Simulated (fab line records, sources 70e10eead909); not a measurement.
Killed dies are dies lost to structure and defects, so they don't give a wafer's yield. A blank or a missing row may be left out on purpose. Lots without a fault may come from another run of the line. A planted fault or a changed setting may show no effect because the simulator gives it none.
Chamber matching | flow nand_harc | NHARC_P_M0_DEP_32 on pecvd-03: 3 sister chambers
The step deposits SiCN, target thk 30 nm. 6 wafers are shown with their chamber, then 11 later ones without.

WAFERS WITH THEIR CHAMBER
wafer  | chamber | heater_power_w (W)
L082.5 | 0       | 507
L085.3 | 2       | 590
L086.1 | 2       | 582
L086.2 | 1       | 547
L086.3 | 0       | 550
L089.1 | 1       | 617

WAFERS WITHOUT THEIR CHAMBER
wafer  | heater_power_w (W)
L089.2 | 585
L089.3 | 557
L089.4 | 554
L089.5 | 575
L089.6 | 611
L095.1 | 635
L095.2 | 573
L095.5 | 623
L097.1 | 592
L097.4 | 535
L097.6 | 586

WHICH CHAMBER EACH WENT THROUGH
wafer  | from the rows above          | in truth
L089.2 | can't be placed: 2 or 1 or 0 | 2
L089.3 | can't be placed: 1 or 0 or 2 | 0
L089.4 | can't be placed: 0 or 1 or 2 | 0
L089.5 | can't be placed: 1 or 2 or 0 | 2
L089.6 | can't be placed: 2 or 1 or 0 | 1
L095.1 | can't be placed: 2 or 1 or 0 | 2
L095.2 | can't be placed: 1 or 2 or 0 | 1
L095.5 | can't be placed: 2 or 1 or 0 | 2
L097.1 | can't be placed: 2 or 1 or 0 | 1
L097.4 | can't be placed: 0 or 1 or 2 | 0
L097.6 | can't be placed: 2 or 1 or 0 | 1
Placed correctly: 0 of 11. Can't be placed from these rows: 11 (the true chamber is among the candidates in 11). Placed wrongly: 0.
How it was worked out, from the rows above alone: a wafer's distance from a chamber is the root of the sum, over the readings, of the square of ((its reading less the chamber's mean) divided by the reading's scatter). The wafer belongs to the nearest chamber; if the next one is less than 2 further off, it can't be placed. A chamber's mean is the mean of its shown wafers. The scatter: the root of (the sum of the squares of (reading less its chamber's mean) over the shown wafers, divided by (wafers less chambers)).
